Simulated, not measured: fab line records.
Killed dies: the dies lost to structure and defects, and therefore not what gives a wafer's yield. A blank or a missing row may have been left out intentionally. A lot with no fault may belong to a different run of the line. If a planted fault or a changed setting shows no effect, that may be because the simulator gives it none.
A single fault, viewed from 2 desks / flow n5 finfet / what lay behind the numbers comes last; until then each desk has only its own

AT THE METROLOGY DESK
Lot by lot, what the gauges showed, no matter which tool ran the lot: averages of those sampled wafers that carry a number. Marked OUT: a lot whose mean sits more than 4 standard deviations from the usual mean, which makes it out of limits; the brackets give that distance.
Columns: A = cd nm at N5_MOL_CONTACT_COAG_CD_MEAS_99, usual 17.4 nm; B = MD_CAP_THK at N5_MOL_CONTACT_COAG_THK_MEAS_29, usual 17.91 nm
lot=L269; first seen here=day 4 16:16; A=17.4; B=18.03
lot=L271; first seen here=day 5 04:37; A=17.4; B=17.95
lot=L273; first seen here=day 5 16:17; A=17.8; B=17.86
lot=L274; first seen here=day 6 01:40; A=17.6; B=17.75
lot=L275; first seen here=day 6 03:13; A=17.3; B=17.90
lot=L277; first seen here=day 6 19:16; A=17.3; B=17.88
lot=L279; first seen here=day 7 08:42; A=17.4; B=17.80
lot=L281; first seen here=day 7 19:14; A=16.8; B=17.88
lot=L283; first seen here=day 8 04:22; A=17.8; B=17.89
lot=L289; first seen here=day 9 15:52; A=18.2; B=17.92
lot=L291; first seen here=day 10 05:55; A=17.2; B=17.97
lot=L292; first seen here=day 10 10:38; A=17.2; B=18.02
Finding of this desk: none of the 12 lots has anything out of limits.

THE TOOL OWNER'S DESK: ald sin-04
The tool's own readings at N5_MOL_CONTACT_COAG_ALD_27 (deposits SiOC, target thk 17 nm, pulse time 1.5 s, time 2720 s): means of the sampled wafers that have a number, for each lot that ran on this tool. Marked OUT: a lot whose mean sits more than 4 standard deviations from the usual mean, which makes it out of limits; the brackets give that distance.
Columns: A = heater power outer w at N5_MOL_CONTACT_COAG_ALD_27, usual 518 W; B = heater power w at N5_MOL_CONTACT_COAG_ALD_27, usual 833 W; C = precursor pulse height rel at N5_MOL_CONTACT_COAG_ALD_27, usual 1.000; D = run length s at N5_MOL_CONTACT_COAG_ALD_27, usual 2769.7 s
lot=L269; first seen here=day 4 23:25; A=524; B=828; C=1.007; D=2769.7
lot=L271; first seen here=day 5 13:28; A=521; B=832; C=0.999; D=2770.0
lot=L273; first seen here=day 5 20:26; A=533; B=831; C=0.997; D=2769.7
lot=L274; first seen here=day 6 06:34; A=513; B=829; C=0.992; D=2770.0
lot=L283; first seen here=day 8 11:26; A=519; B=828; C=0.992; D=2940.1 (+99 or more) OUT
This desk finds L283 out of limits, L283 being first, at day 8 11:26 (run length s at N5_MOL_CONTACT_COAG_ALD_27). L269, L271, L273, L274 stayed within limits.

TAKEN TOGETHER
The tool owner's desk had the chance to raise an alarm at day 8 11:26 on L283.
At the metrology desk, nothing out of limits was observed.
The metrology desk has L283 on record, within its limits.
The lots listed all ran N5_MOL_CONTACT_COAG_ALD_27 on ald sin-04.

WHAT THE SIMULATOR HAD PUT IN
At N5_MOL_CONTACT_COAG_ALD_27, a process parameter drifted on ald sin-04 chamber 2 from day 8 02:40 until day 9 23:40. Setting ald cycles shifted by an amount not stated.
Struck lots among those shown: L283.
Time in hours from fault onset to the first out-of-limits reading at each desk: the tool owner's desk, 9.
